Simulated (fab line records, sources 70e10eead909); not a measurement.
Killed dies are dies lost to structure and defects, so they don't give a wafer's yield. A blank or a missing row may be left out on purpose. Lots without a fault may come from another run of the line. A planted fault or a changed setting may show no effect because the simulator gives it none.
fab line records | flow nand_harc
record lots=24 wafers=72 last_day=24
route steps=1159 shown P_ZERO_WELL@14 P_GATE@149
lots that met no fault: from a run of the same line without faults
start_h: hours from the record's first day to the start of the lot's first wafer shown | wait_h: hours since the lot's step before | " the same as in the row above | L1.1+2: a row that stands for several wafers | - no value, or no start given | * or withheld: withheld | < > ~ a bound
route shown NAME@n: a module of which the file shows steps, and the number in the route of the first | usual: mean/standard deviation of fault-free wafers | same: alike in all rows | chamber/n: place in a boat | sites: the reading at each site | _std_site: their standard deviation | _edge_site: outer sites' mean less inner sites' | radius_mm: how far each site lies from the wafer's centre | mask NAME#n: copy n | behind: the tool/chamber that last shaped the wafer | hold: why the lot was held/for how many hours/how that ended | device: the transistor (n, p or np) that didn't switch | end of line: the same wafers' tests at the end of the route | a step without rows: its recipe alone | killed: dies lost to structure and defects at the first sort, not the wafer's yield | map: a wafer's dies, x killed, . not, _ none there
set.NAME: the setting as run; set.NAME@STEP: as run at that earlier step | model.NAME: the simulator's own value behind a step, which no gauge read
steps of the route over a sample of lots; a table a step, a row a wafer
services: from which hour (start_h, from the record's first day; less than 0 if before it) a tool's chamber was out of use, for how many hours, and why
## steps
# step NHARC_P_ZERO_WELL_CD_MEAS_11
# recipe target_cd_nm=500 landing_energy_ev=500
# usual cd_nm=500.6/1.7
# same landing_energy_ev=500
# columns lot.wafer tool chamber start_h wait_h cd_nm
L074.1 cd_sem-01 0 13.12 - 502.0
L074.5 " 0 " " 501.1
L074.6 " 0 " " 500.5
L075.1 cd_sem-03 0 19.26 - 502.6
L075.3 " 0 " " 499.0
L075.6 " 0 " " 498.9
L076.4 cd_sem-02 0 25.38 - 498.8
L076.5 " 0 " " 500.9
L076.6 " 0 " " 502.1
L077.1 cd_sem-03 0 31.18 - 500.9
L077.4 " 0 " " 500.1
L077.6 " 0 " " 499.0
L078.1 cd_sem-02 0 37.19 - 497.7
L078.5 " 0 " " 500.9
L078.6 " 0 " " 499.9
L079.1 cd_sem-03 0 43.23 - 500.4
L079.2 " 0 " " 501.7
L079.6 " 0 " " 502.4
L080.1 cd_sem-01 0 49.27 - 500.6
L080.3 " 0 " " 498.7
L080.5 " 0 " " 501.7
L081.2 cd_sem-03 0 55.25 - 501.2
L081.3 " 0 " " 503.7
L081.6 " 0 " " 502.5
L082.1 cd_sem-03 0 61.69 - 500.6
L082.4 " 0 " " 503.1
L082.6 " 0 " " 499.0
L083.1 cd_sem-03 0 67.12 - 498.8
L083.2 " 0 " " 500.6
L083.6 " 0 " " 501.7
L084.2 cd_sem-03 0 73.11 - 503.0
L084.4 " 0 " " 499.6
L084.6 " 0 " " 501.5
L085.1 cd_sem-03 0 79.12 - 500.2
L085.2 " 0 " " 501.6
L085.3 " 0 " " 503.3
L086.1 cd_sem-01 0 85.25 - 502.8
L086.2 " 0 " " 502.4
L086.5 " 0 " " 501.0
L087.1 cd_sem-01 0 91.24 - 501.9
L087.4 " 0 " " 501.0
L087.6 " 0 " " 499.6
L088.2 cd_sem-03 0 97.25 - 500.7
L088.3 " 0 " " 500.4
L088.6 " 0 " " 499.8
L089.1 cd_sem-03 0 103.13 - 503.2
L089.4 " 0 " " 500.9
L089.6 " 0 " " 503.4
L090.1 cd_sem-03 0 109.24 - 504.1
L090.3 " 0 " " 503.7
L090.6 " 0 " " 502.1
L091.4 cd_sem-03 0 115.14 - 499.0
L091.5 " 0 " " 497.9
L091.6 " 0 " " 497.5
L092.3 cd_sem-01 0 121.26 - 502.7
L092.4 " 0 " " 499.5
L092.6 " 0 " " 500.3
L093.2 cd_sem-02 0 127.31 - 501.7
L093.3 " 0 " " 500.4
L093.4 " 0 " " 500.8
L094.1 cd_sem-02 0 133.24 - 497.2
L094.2 " 0 " " 500.6
L094.5 " 0 " " 497.1
L095.1 cd_sem-01 0 139.24 - 499.3
L095.3 " 0 " " 499.8
L095.6 " 0 " " 497.6
L096.1 cd_sem-03 0 145.24 - 500.8
L096.2 " 0 " " 499.0
L096.6 " 0 " " 499.8
L097.3 cd_sem-01 0 151.13 - 500.5
L097.4 " 0 " " 497.8
L097.6 " 0 " " 500.9
# step NHARC_P_ZERO_WELL_DESCUM_39
# recipe time_s=3 o2_flow_sccm=200 ar_flow_sccm=0 bias_power_w=0 chemistry=O2
# usual drypump_motor_current_A=5.7/0.45 mfc_ar_sccm=0.012/0.014 oes_product_au=1.001/0.013 rf_vpp_V=57.8/0.87 showerhead_plenum_p_Torr=1.95/0.057 throttle_valve_pct=11.311/0.0097
# columns lot.wafer tool chamber start_h wait_h drypump_motor_current_A mfc_ar_sccm oes_product_au rf_hours_counter_h rf_vpp_V showerhead_plenum_p_Torr throttle_valve_pct
L074.1 rie_diel-12 1 16.21 - 4.9 0 0.994 7 59.0 1.90 11.332
L074.6 " 0 " " 4.9 0 1.003 - 59.2 1.99 11.282
L074.5 " 1 " " 4.9 0 0.991 - 57.9 1.90 11.311
L075.1 rie_diel-12 1 22.45 - 4.9 0 0.999 7 57.6 1.90 11.313
L075.3 " 2 " " 5.4 0.020 0.981 8 57.6 2.03 11.312
L075.6 " 0 " " 4.9 0 1.017 - 56.6 1.99 11.319
L076.4 rie_diel-02 1 28.63 - 6.2 0.035 1.007 3 56.8 1.99 11.319
L076.6 " 3 " " 6.0 0 0.999 - 57.9 1.87 11.322
L076.5 " 0 " " 5.5 0 1.010 - 56.3 1.93 11.315
L077.4 rie_diel-02 0 34.29 - 5.5 0 0.995 3 57.0 1.93 11.310
L077.1 " 3 " " 6.0 0 1.006 1 58.1 1.87 11.320
L077.6 " 1 " " 6.2 0.035 1.000 - 58.2 1.99 11.302
L078.1 rie_diel-12 1 40.35 - 4.9 0 1.017 0 57.7 1.90 11.320
L078.6 " 3 " " 5.7 0.013 0.999 - 57.5 1.97 11.321
L078.5 " 0 " " 4.9 0 1.016 - 58.0 1.99 11.305
L079.2 rie_diel-02 1 46.39 - 6.1 0.035 1.011 4 58.5 1.99 11.319
L079.1 " 3 " " 6.0 0 0.995 2 57.9 1.87 11.300
L079.6 " 0 " " 5.5 0 1.016 - 57.4 1.93 11.321
L080.3 rie_diel-12 3 52.22 - 5.7 0.013 0.993 0 57.5 1.97 11.324
L080.1 " 0 " " 4.9 0 1.024 0 57.5 1.99 11.319
L080.5 " 3 " " 5.7 0.013 1.002 - 59.4 1.97 11.328
L081.3 rie_diel-12 3 58.27 - 5.7 0.013 0.991 0 58.2 1.97 11.296
L081.2 " 0 " " 4.9 0 1.003 0 57.0 1.99 11.301
L081.6 " 0 " " 4.9 0 1.005 - 58.2 1.99 11.295
L082.1 rie_diel-10 0 64.73 - 5.6 0.012 1.006 4 57.5 1.92 11.311
L082.4 " 1 " " 6.5 0 0.993 4 58.0 1.88 11.316
L082.6 " 3 " " 6.1 0.019 0.975 - 58.4 2.00 11.327
L083.2 rie_diel-02 0 70.17 - 5.5 0 0.992 5 58.0 1.93 11.300
L083.1 " 1 " " 6.2 0.035 1.005 5 58.3 1.99 11.306
L083.6 " 1 " " 6.2 0.035 1.005 - 57.2 1.99 11.320
L084.4 rie_diel-12 1 76.25 - 4.9 0 1.030 2 57.1 1.90 11.304
L084.2 " 3 " " 5.7 0.013 0.999 1 59.4 1.97 11.289
L084.6 " 2 " " 5.5 0.020 1.009 - 57.9 2.03 11.300
L085.3 rie_diel-10 3 82.29 - 6.1 0.019 0.968 7 57.3 2.00 11.302
L085.2 " 0 " " 5.6 0.012 0.998 6 56.6 1.92 11.305
L085.1 " 2 " " 5.7 0 1.003 6 57.6 1.82 11.318
L086.2 rie_diel-10 0 88.56 - 5.6 0.012 1.008 6 57.2 1.92 11.318
L086.1 " 2 " " 5.7 0 0.990 6 57.5 1.82 11.319
L086.5 " 1 " " 6.5 0 0.992 - 59.1 1.88 11.302
L087.4 rie_diel-12 2 94.45 - 5.5 0.020 1.009 2 58.5 2.03 11.320
L087.1 " 3 " " 5.7 0.013 1.000 2 59.5 1.97 11.304
L087.6 " 1 " " 4.9 0 1.024 - 59.0 1.90 11.309
L088.2 rie_diel-12 3 100.19 - 5.7 0.013 0.995 2 57.6 1.97 11.315
L088.3 " 0 " " 4.9 0 1.018 2 57.8 1.99 11.300
L088.6 " 2 " " 5.4 0.020 1.011 - 56.8 2.03 11.312
L089.1 rie_diel-02 2 106.37 - 6.1 0.040 1.006 7 58.6 2.00 11.312
L089.4 " 3 " " 6.0 0 0.994 6 56.7 1.87 11.292
L089.6 " 1 " " 6.1 0.035 1.002 - 58.1 1.99 11.302
L090.1 rie_diel-10 0 112.42 - 5.6 0.012 1.007 8 55.8 1.92 11.304
L090.3 " 1 " " 6.5 0 1.020 10 56.9 1.88 11.307
L090.6 " 2 " " 5.8 0 1.007 - 57.5 1.81 11.300
L091.4 rie_diel-02 3 118.18 - 6.0 0 0.991 6 58.5 1.87 11.286
L091.6 " 3 " " 6.0 0 1.004 - 58.2 1.87 11.313
L091.5 " 0 " " 5.4 0 1.008 - 58.1 1.93 11.312
L092.4 rie_diel-02 3 124.41 - 6.0 0 1.006 6 56.9 1.87 11.311
L092.3 " 0 " " 5.6 0 0.989 9 57.4 1.93 11.329
L092.6 " 3 " " 6.0 0 0.988 - 58.1 1.87 11.304
L093.2 rie_diel-02 1 130.52 - 6.2 0.035 1.003 9 58.1 1.99 11.304
L093.3 " 2 " " 6.1 0.040 1.008 8 57.6 2.00 11.300
L093.4 " 0 " " 5.5 0 1.005 10 58.5 1.93 11.296
L094.1 rie_diel-02 2 136.46 - 6.1 0.040 1.019 8 57.7 2.00 11.325
L094.2 " 1 " " 6.2 0.035 1.000 9 57.3 1.99 11.301
L094.5 " 3 " " 6.0 0 1.001 - 57.0 1.87 11.320
L095.1 rie_diel-10 3 142.30 - 6.1 0.019 0.985 12 58.9 2.00 11.320
L095.3 " 0 " " 5.6 0.012 0.995 11 58.7 1.92 11.307
L095.6 " 2 " " 5.7 0 0.999 - 58.7 1.81 11.316
L096.1 rie_diel-12 1 148.47 - 4.9 0 1.023 7 57.6 1.90 11.318
L096.2 " 2 " " 5.4 0.020 1.000 5 58.1 2.03 11.316
L096.6 " 1 " " 4.9 0 1.015 - 56.9 1.90 11.312
L097.3 rie_diel-10 3 154.44 - 6.1 0.019 0.976 - 57.0 2.00 11.308
L097.4 " 0 " " 5.6 0.012 0.995 - 57.9 1.92 11.313
L097.6 " 3 " " 6.1 0.019 0.969 - 59.6 2.00 11.320
# step NHARC_P_ZERO_WELL_DESCUM_54
# recipe time_s=3 o2_flow_sccm=200 ar_flow_sccm=0 bias_power_w=0 chemistry=O2
# usual drypump_motor_current_A=5.7/0.47 mfc_ar_sccm=0.011/0.012 oes_product_au=1.002/0.011 rf_vpp_V=57.9/0.95 showerhead_plenum_p_Torr=1.94/0.064 throttle_valve_pct=11.312/0.0094
# columns lot.wafer tool chamber start_h wait_h drypump_motor_current_A mfc_ar_sccm oes_product_au rf_hours_counter_h rf_vpp_V showerhead_plenum_p_Torr throttle_valve_pct
L074.1 rie_diel-12 1 17.86 - 4.9 0 0.989 7 57.3 1.90 11.312
L074.5 " 0 " " 4.9 0 1.010 - 59.2 1.99 11.305
L074.6 " 1 " " 4.9 0 0.991 - 56.8 1.90 11.309
L075.1 rie_diel-10 0 24.01 - 5.6 0.012 0.992 1 58.2 1.92 11.306
L075.3 " 2 " " 5.7 0 1.008 0 55.8 1.82 11.333
L075.6 " 0 " " 5.6 0.012 0.997 - 56.8 1.92 11.317
L076.4 rie_diel-02 2 30.30 - 6.1 0.040 1.004 2 57.0 2.01 11.306
L076.5 " 1 " " 6.2 0.035 1.004 - 56.9 1.99 11.306
L076.6 " 2 " " 6.1 0.040 1.009 - 58.3 2.01 11.313
L077.1 rie_diel-10 1 35.83 - 6.5 0 1.005 3 56.4 1.88 11.319
L077.4 " 3 " " 6.1 0.019 0.989 3 59.4 2.00 11.293
L077.6 " 0 " " 5.6 0.012 0.997 - 56.7 1.92 11.324
L078.1 rie_diel-10 0 42.00 - 5.6 0.012 0.998 3 56.1 1.92 11.305
L078.6 " 2 " " 5.8 0 1.005 - 56.3 1.82 11.324
L078.5 " 3 " " 6.1 0.019 0.990 - 58.7 2.00 11.321
L079.1 rie_diel-02 2 47.89 - 6.1 0.040 1.004 3 60.6 2.01 11.319
L079.2 " 3 " " 6.0 0 0.988 2 58.7 1.87 11.308
L079.6 " 3 " " 6.0 0 0.995 - 58.1 1.87 11.306
L080.1 rie_diel-02 2 53.75 - 6.1 0.040 1.005 3 59.5 2.01 11.324
L080.3 " 0 " " 5.5 0 1.009 4 58.2 1.93 11.313
L080.5 " 2 " " 6.1 0.040 1.012 - 58.9 2.01 11.309
L081.2 rie_diel-12 1 59.82 - 4.9 0 1.013 0 57.4 1.90 11.316
L081.3 " 2 " " 5.4 0.020 1.001 0 58.4 2.03 11.290
L081.6 " 0 " " 4.9 0 1.007 - 58.1 1.99 11.311
L082.4 rie_diel-12 2 66.37 - 5.5 0.020 1.004 0 58.3 2.03 11.318
L082.1 " 0 " " 4.9 0 1.016 0 57.8 1.99 11.313
L082.6 " 1 " " 4.9 0 1.022 - 57.6 1.90 11.304
L083.1 rie_diel-12 2 71.84 - 5.4 0.020 1.000 1 57.8 2.03 11.307
L083.2 " 3 " " 5.7 0.013 1.000 1 59.3 1.97 11.306
L083.6 " 0 " " 4.9 0 1.018 - 58.6 1.99 11.319
L084.4 rie_diel-12 2 77.92 - 5.4 0.020 0.997 2 60.2 2.03 11.331
L084.2 " 3 " " 5.7 0.013 0.995 1 57.3 1.97 11.314
L084.6 " 2 " " 5.4 0.020 0.992 - 57.7 2.03 11.312
L085.1 rie_diel-12 2 83.96 - 5.5 0.020 0.997 2 58.6 2.03 11.311
L085.2 " 3 " " 5.7 0.013 0.993 2 58.3 1.97 11.314
L085.3 " 0 " " 4.9 0 1.008 2 57.5 1.99 11.316
L086.2 rie_diel-02 3 90.29 - 6.0 0 0.998 4 56.2 1.87 11.322
L086.1 " 0 " " 5.5 0 0.984 7 57.6 1.93 11.302
L086.5 " 0 " " 5.5 0 0.996 - 58.5 1.93 11.316
L087.4 rie_diel-10 1 96.08 - 6.5 0 1.002 8 57.1 1.88 11.296
L087.1 " 2 " " 5.7 0 0.998 7 57.5 1.81 11.305
L087.6 " 0 " " 5.6 0.012 1.012 - 57.8 1.92 11.317
L088.3 rie_diel-12 2 101.81 - 5.4 0.020 1.017 2 57.6 2.03 11.310
L088.2 " 3 " " 5.7 0.013 0.990 2 59.8 1.97 11.308
L088.6 " 3 " " 5.7 0.013 0.997 - 57.6 1.97 11.303
L089.4 rie_diel-10 3 108.02 - 6.1 0.019 0.980 9 57.3 2.00 11.292
L089.1 " 1 " " 6.5 0 0.998 9 57.8 1.88 11.305
L089.6 " 3 " " 6.1 0.019 0.979 - 57.6 2.00 11.303
L090.3 rie_diel-10 0 113.90 - 5.6 0.012 1.011 8 57.5 1.92 11.300
L090.1 " 1 " " 6.5 0 1.012 10 55.4 1.88 11.303
L090.6 " 1 " " 6.5 0 1.005 - 58.0 1.88 11.305
L091.4 rie_diel-10 0 119.86 - 5.6 0.012 1.007 9 58.1 1.92 11.331
L091.5 " 1 " " 6.5 0 1.003 - 57.3 1.88 11.315
L091.6 " 2 " " 5.7 0 0.996 - 57.5 1.81 11.307
L092.4 rie_diel-10 2 126.07 - 5.7 0 1.005 9 58.3 1.81 11.303
L092.3 " 0 " " 5.6 0.012 1.010 9 58.0 1.92 11.316
L092.6 " 3 " " 6.1 0.019 0.989 - 57.2 2.00 11.304
L093.3 rie_diel-10 3 132.15 - 6.1 0.019 0.979 11 58.6 2.00 11.310
L093.2 " 0 " " 5.6 0.012 0.995 10 57.6 1.92 11.303
L093.4 " 0 " " 5.6 0.012 1.001 - 56.4 1.92 11.311
L094.2 rie_diel-12 1 138.12 - 4.9 0 1.012 7 56.7 1.90 11.311
L094.1 " 2 " " 5.4 0.020 1.012 5 59.0 2.03 11.315
L094.5 " 1 " " 4.9 0 1.019 - 57.4 1.90 11.306
L095.1 rie_diel-12 1 143.88 - 4.9 0 1.026 7 57.8 1.90 11.325
L095.3 " 2 " " 5.4 0.020 1.005 5 58.7 2.03 11.316
L095.6 " 3 " " 5.7 0.013 1.009 - 57.6 1.97 11.331
L096.1 rie_diel-02 1 150.09 - 6.2 0.035 1.000 10 58.5 1.99 11.319
L096.2 " 2 " " 6.1 0.040 0.998 10 57.5 2.00 11.309
L096.6 " 0 " " 5.5 0 1.015 - 58.4 1.93 11.306
L097.3 rie_diel-12 2 155.98 - 5.5 0.020 1.012 6 58.6 2.03 11.308
L097.4 " 3 " " 5.7 0.013 0.996 8 57.7 1.96 11.311
L097.6 " 2 " " 5.4 0.020 1.016 - 57.6 2.03 11.320
# step NHARC_P_GATE_ETCH_32
# recipe target_depth_a=1500 over_etch_frac=1 over_etch_ion_energy_ev=40 time_s=100.1 hbr_flow_sccm=150 cl2_flow_sccm=50 rf_w=400 icp_w=400 bias_w=100 chemistry=HBr/Cl2
# usual drypump_motor_current_A=5.7/0.42 he_backside_leak_sccm=2.8/0.37 oes_product_au=1.006/0.013 throttle_valve_pct=26.406/0.0099
# columns lot.wafer tool chamber start_h wait_h drypump_motor_current_A he_backside_leak_sccm oes_product_au rf_hours_counter_h throttle_valve_pct
L074.1 rie_si-05 2 84.34 - 5.2 2.6 1.018 0.1 26.405
L074.5 " 1 " " 5.5 2.8 1.006 - 26.396
L074.6 " 2 " " 5.2 2.7 1.018 - 26.412
L076.5 rie_si-01 0 101.96 - 5.9 2.8 1.014 - 26.407
L076.4 " 1 " " 6.2 2.4 1.010 - 26.398
L076.6 " 3 " " 6.2 2.4 1.017 - 26.404
L075.1 rie_si-05 2 102.75 - 5.2 2.6 1.016 0.3 26.417
L075.3 " 1 " " 5.5 4.3 1.011 0.2 26.404
L075.6 " 2 " " 5.2 2.6 1.013 - 26.420
L078.1 rie_si-05 3 106.33 - 5.5 2.9 0.996 0.3 26.416
L078.5 " 2 " " 5.2 2.5 1.009 - 26.402
L078.6 " 3 " " 5.5 2.9 1.001 - 26.416
L077.1 rie_si-01 1 106.40 - 6.2 2.6 1.012 1.0 26.403
L077.4 " 3 " " 6.3 2.7 1.006 - 26.399
L077.6 " 0 " " 5.9 2.9 1.008 - 26.395
L079.1 rie_si-01 3 118.76 - 6.3 2.6 1.013 1.6 26.403
L079.2 " 0 " " 5.8 2.5 1.017 1.4 26.415
L079.6 " 3 " " 6.3 2.4 1.013 - 26.399
L080.1 rie_si-01 0 126.83 - 5.9 2.8 1.016 1.5 26.423
L080.3 " 1 " " 6.1 2.5 1.017 1.4 26.421
L080.5 " 0 " " 5.9 2.7 1.018 - 26.417
L081.3 rie_si-04 1 133.75 - 5.6 2.6 0.998 0.4 26.409
L081.2 " 3 " " 5.8 2.9 0.999 0.5 26.403
L081.6 " 2 " " 5.5 3.1 1.024 - 26.416
L082.4 rie_si-01 3 139.44 - 6.3 2.6 1.028 0.0 26.397
L082.1 " 0 " " 5.9 2.8 0.997 0.0 26.392
L082.6 " 3 " " 6.2 2.5 1.015 - 26.401
L083.1 rie_si-04 1 139.86 - 5.5 2.4 0.986 0.6 26.413
L083.2 " 3 " " 5.8 2.8 1.000 0.5 26.386
L083.6 " 2 " " 5.6 3.2 1.027 - 26.393
L084.2 rie_si-05 1 144.73 - 5.5 2.9 1.006 0.9 26.391
L084.4 " 3 " " 5.5 2.9 1.008 1.1 26.420
L084.6 " 1 " " 5.5 2.9 1.002 - 26.409
L088.2 rie_si-05 0 165.41 - 6.5 2.6 0.981 1.1 26.402
L088.3 " 2 " " 5.2 2.7 1.021 1.2 26.424
L088.6 " 0 " " 6.5 2.3 0.986 - 26.414
L085.1 rie_si-04 2 165.77 - 5.6 2.9 1.005 0.7 26.390
L085.3 " 3 " " 5.8 2.8 1.003 0.6 26.398
L085.2 " 0 " " 5.1 3.0 1.029 0.7 26.402
L086.2 rie_si-01 3 166.05 - 6.3 2.9 1.008 0.2 26.407
L086.1 " 0 " " 5.9 2.7 1.037 0.1 26.414
L086.5 " 3 " " 6.3 2.6 1.015 - 26.398
L087.1 rie_si-05 3 166.14 - 5.5 2.7 1.012 1.3 26.417
L087.4 " 0 " " 6.5 2.5 0.982 1.1 26.414
L087.6 " 3 " " 5.5 2.8 1.003 - 26.399
L089.1 rie_si-05 1 184.52 - 5.5 2.8 1.008 1.3 26.415
L089.4 " 2 " " 5.2 2.5 1.016 1.4 26.409
L089.6 " 3 " " 5.5 2.8 1.007 - 26.407
L090.3 rie_si-04 3 185.29 - 5.8 2.8 0.994 0.9 26.421
L090.1 " 0 " " 5.1 5.6 1.028 0.9 26.408
L090.6 " 3 " " 5.8 2.9 1.002 - 26.417
L091.4 rie_si-04 3 189.85 - 5.8 2.8 0.998 0.9 26.419
L091.5 " 0 " " 5.1 2.7 1.021 - 26.377
L091.6 " 1 " " 5.5 4.5 0.966 - 26.401
L093.2 rie_si-01 0 203.06 - 5.9 2.4 1.017 0.4 26.406
L093.3 " 1 " " 6.2 2.4 1.007 0.4 26.423
L093.4 " 2 " " 5.4 2.8 1.008 0.6 26.408
L092.3 rie_si-05 1 203.24 - 5.5 2.8 1.003 1.4 26.391
L092.4 " 0 " " 6.5 2.5 0.980 1.5 26.394
L092.6 " 1 " " 5.5 2.6 1.005 - 26.412
L095.1 rie_si-01 2 212.19 - 5.3 3.0 1.016 0.7 26.382
L095.3 " 1 " " 6.1 2.5 0.994 0.6 26.388
L095.6 " 3 " " 6.3 2.7 0.997 - 26.420
L094.1 rie_si-05 3 212.33 - 5.5 2.8 1.004 1.8 26.396
L094.2 " 1 " " 5.5 2.8 1.009 1.6 26.402
L094.5 " 2 " " 5.2 2.6 1.017 - 26.401
L096.2 rie_si-01 2 227.75 - 5.3 2.9 1.010 0.8 26.407
L096.1 " 0 " " 5.8 2.6 1.006 0.7 26.407
L096.6 " 2 " " 5.3 3.0 1.009 - 26.401
L097.3 rie_si-04 3 228.50 - 5.8 2.8 0.999 1.2 26.415
L097.4 " 1 " " 5.6 2.6 0.987 1.2 26.404
L097.6 " 2 " " 5.6 2.9 1.016 - 26.403
# step NHARC_P_GATE_STRIP_76
# recipe power_w=1500 temp_c=250 chemistry=O2
# usual drypump_motor_current_A=5.61/0.29 heater_power_w=309/11
# columns lot.wafer tool chamber start_h wait_h drypump_motor_current_A heater_power_w rf_hours_counter_h
L074.1 plasma_asher-02 1 98.30 0.2 5.65 310 22
L074.5 " 0 " " 5.95 305 -
L074.6 " 1 " " 5.66 306 -
L076.4 plasma_asher-02 0 116.14 0.2 5.96 301 -
L076.6 " 0 " " 5.99 298 -
L076.5 " 1 " " 5.66 299 -
L075.1 plasma_asher-02 0 117.12 0.2 5.99 299 32
L075.3 " 1 " " 5.66 310 -
L075.6 " 0 " " 6.00 302 -
L078.1 plasma_asher-01 1 120.38 0.2 5.70 313 6
L078.5 " 0 " " 5.17 310 -
L078.6 " 1 " " 5.66 322 -
L077.1 plasma_asher-01 0 124.92 0.2 5.16 300 9
L077.4 " 1 " " 5.70 327 -
L077.6 " 0 " " 5.17 306 -
L079.1 plasma_asher-01 1 132.59 0.2 5.69 320 13
L079.2 " 0 " " 5.17 309 13
L079.6 " 0 " " 5.15 315 -
L080.1 plasma_asher-02 0 140.95 0.2 5.95 298 44
L080.3 " 1 " " 5.64 305 -
L080.5 " 0 " " 5.95 297 -
L081.2 plasma_asher-01 1 147.60 0.2 5.68 323 19
L081.3 " 0 " " 5.16 306 -
L081.6 " 0 " " 5.18 302 -
L082.1 plasma_asher-02 1 153.40 0.2 5.69 312 48
L082.4 " 0 " " 5.94 301 -
L082.6 " 0 " " 5.94 303 -
L083.1 plasma_asher-01 0 153.93 0.2 5.18 317 22
L083.2 " 1 " " 5.70 322 22
L083.6 " 1 " " 5.69 330 -
L084.2 plasma_asher-01 0 158.60 0.2 5.18 308 24
L084.4 " 0 " " 5.20 314 -
L084.6 " 1 " " 5.70 322 -
L088.2 plasma_asher-02 0 179.28 0.2 5.96 299 56
L088.3 " 1 " " 5.67 311 -
L088.6 " 1 " " 5.67 302 -
L085.2 plasma_asher-02 0 179.61 0.2 5.95 302 56
L085.1 " 1 " " 5.61 306 56
L085.3 " 1 " " 5.66 314 -
L086.2 plasma_asher-01 0 179.94 0.2 5.17 320 30
L086.1 " 1 " " 5.69 321 30
L086.5 " 0 " " 5.19 305 -
L087.1 plasma_asher-01 1 185.91 0.2 5.69 327 34
L087.4 " 1 " " 5.70 319 -
L087.6 " 1 " " 5.68 323 -
L089.1 plasma_asher-01 0 198.37 0.2 5.12 306 38
L089.4 " 0 " " 5.12 302 -
L089.6 " 1 " " 5.70 321 -
L090.1 plasma_asher-02 1 199.01 0.2 5.67 310 2
L090.3 " 0 " " 5.99 283 -
L090.6 " 1 " " 5.69 311 -
L091.4 plasma_asher-01 0 203.67 0.2 5.19 304 -
L091.5 " 0 " " 5.20 315 -
L091.6 " 1 " " 5.67 322 -
L093.2 plasma_asher-02 1 217.01 0.2 5.66 315 8
L093.3 " 1 " " 5.64 309 -
L093.4 " 0 " " 5.96 278 -
L092.3 plasma_asher-01 1 217.44 0.2 5.70 325 -
L092.4 " 0 " " 5.13 310 -
L092.6 " 1 " " 5.70 317 -
L095.1 plasma_asher-01 1 225.97 0.2 5.71 326 47
L095.3 " 0 " " 5.15 306 -
L095.6 " 1 " " 5.71 321 -
L094.2 plasma_asher-02 1 226.20 0.2 5.66 307 11
L094.1 " 0 " " 5.96 291 11
L094.5 " 1 " " 5.64 313 -
L096.2 plasma_asher-02 0 241.73 0.2 5.96 278 15
L096.1 " 1 " " 5.64 305 15
L096.6 " 0 " " 5.96 281 -
L097.4 plasma_asher-01 1 242.26 0.2 5.71 316 -
L097.3 " 0 " " 5.20 314 -
L097.6 " 1 " " 5.71 322 -
# step NHARC_P_GATE_DEGAS_109
# recipe temp_c=300 time_s=60
# usual heater_power_w=478/38
# columns lot.wafer tool chamber start_h wait_h heater_power_w
L074.1 pvd_sputter-03 - 101.37 0.1 505
L074.5 " - " " 522
L074.6 " - " " 494
L076.4 pvd_sputter-02 - 119.20 0.1 443
L076.5 " - " " 493
L076.6 " - " " 437
L075.1 pvd_sputter-02 - 120.16 0.1 467
L075.3 " - " " 432
L075.6 " - " " 473
L078.1 pvd_sputter-03 - 123.50 0.1 535
L078.5 " - " " 536
L078.6 " - " " 529
L077.4 pvd_sputter-01 - 128.02 0.1 447
L077.1 " - " " 460
L077.6 " - " " 428
L079.1 pvd_sputter-01 - 135.80 0.1 446
L079.2 " - " " 427
L079.6 " - " " 454
L080.3 pvd_sputter-02 - 143.90 0.1 490
L080.1 " - " " 428
L080.5 " - " " 461
L081.2 pvd_sputter-03 - 150.62 0.1 528
L081.3 " - " " 506
L081.6 " - " " 522
L082.4 pvd_sputter-01 - 156.31 0.1 435
L082.1 " - " " 461
L082.6 " - " " 446
L083.2 pvd_sputter-02 - 157.03 0.1 437
L083.1 " - " " 461
L083.6 " - " " 444
L084.2 pvd_sputter-03 - 161.64 0.1 557
L084.4 " - " " 508
L084.6 " - " " 514
L088.3 pvd_sputter-03 - 182.31 0.1 533
L088.2 " - " " 528
L088.6 " - " " 535
L085.2 pvd_sputter-03 - 182.92 0.1 534
L085.1 " - " " 526
L085.3 " - " " 533
L086.2 pvd_sputter-02 - 183.25 0.1 489
L086.1 " - " " 431
L086.5 " - " " 493
L087.4 pvd_sputter-02 - 188.98 0.1 478
L087.1 " - " " 453
L087.6 " - " " 477
L089.4 pvd_sputter-02 - 201.56 0.1 489
L089.1 " - " " 439
L089.6 " - " " 468
L090.3 pvd_sputter-01 - 202.05 0.1 450
L090.1 " - " " 411
L090.6 " - " " 463
L091.4 pvd_sputter-02 - 206.72 0.1 489
L091.5 " - " " 482
L091.6 " - " " 431
L093.4 pvd_sputter-03 - 220.24 0.1 532
L093.2 " - " " 512
L093.3 " - " " 517
L092.4 pvd_sputter-01 - 221.10 0.1 443
L092.3 " - " " 478
L092.6 " - " " 454
L095.1 pvd_sputter-01 - 229.07 0.1 449
L095.3 " - " " 422
L095.6 " - " " 445
L094.2 pvd_sputter-03 - 229.60 0.1 523
L094.1 " - " " 543
L094.5 " - " " 521
L096.2 pvd_sputter-01 - 244.90 0.1 436
L096.1 " - " " 489
L096.6 " - " " 427
L097.4 pvd_sputter-02 - 245.41 0.1 488
L097.3 " - " " 463
L097.6 " - " " 420
## services
# columns tool chamber start_h hours kind
rie_diel-02 3 -3.41 19.9 repair
rie_diel-10 - -0.50 9.0 pm
plasma_asher-02 - 6.00 9.0 pm
rie_diel-10 2 12.44 9.5 repair
rie_diel-12 - 25.47 9.0 pm
rie_diel-10 2 28.00 3.4 repair
pvd_sputter-02 - 28.88 0.8 repair
rie_diel-02 - 35.67 0.8 repair
rie_diel-10 0 50.84 4.0 repair
rie_diel-02 3 83.66 6.2 repair
plasma_asher-01 - 99.29 9.0 pm
rie_diel-12 2 102.08 16.6 repair
rie_diel-10 1 128.53 30.7 repair
rie_diel-02 3 139.12 13.1 repair
rie_diel-10 2 150.35 82.1 repair
rie_diel-02 - 151.14 9.0 pm
rie_diel-12 - 156.59 2.6 repair
rie_diel-12 - 171.28 0.6 repair
rie_diel-10 - 176.50 9.0 pm
plasma_asher-02 - 183.21 9.0 pm
rie_diel-12 - 202.47 9.0 pm
rie_diel-12 0 211.63 6.9 repair
rie_diel-02 - 220.75 0.8 repair
rie_diel-02 3 231.98 1.4 repair
## key
fault none
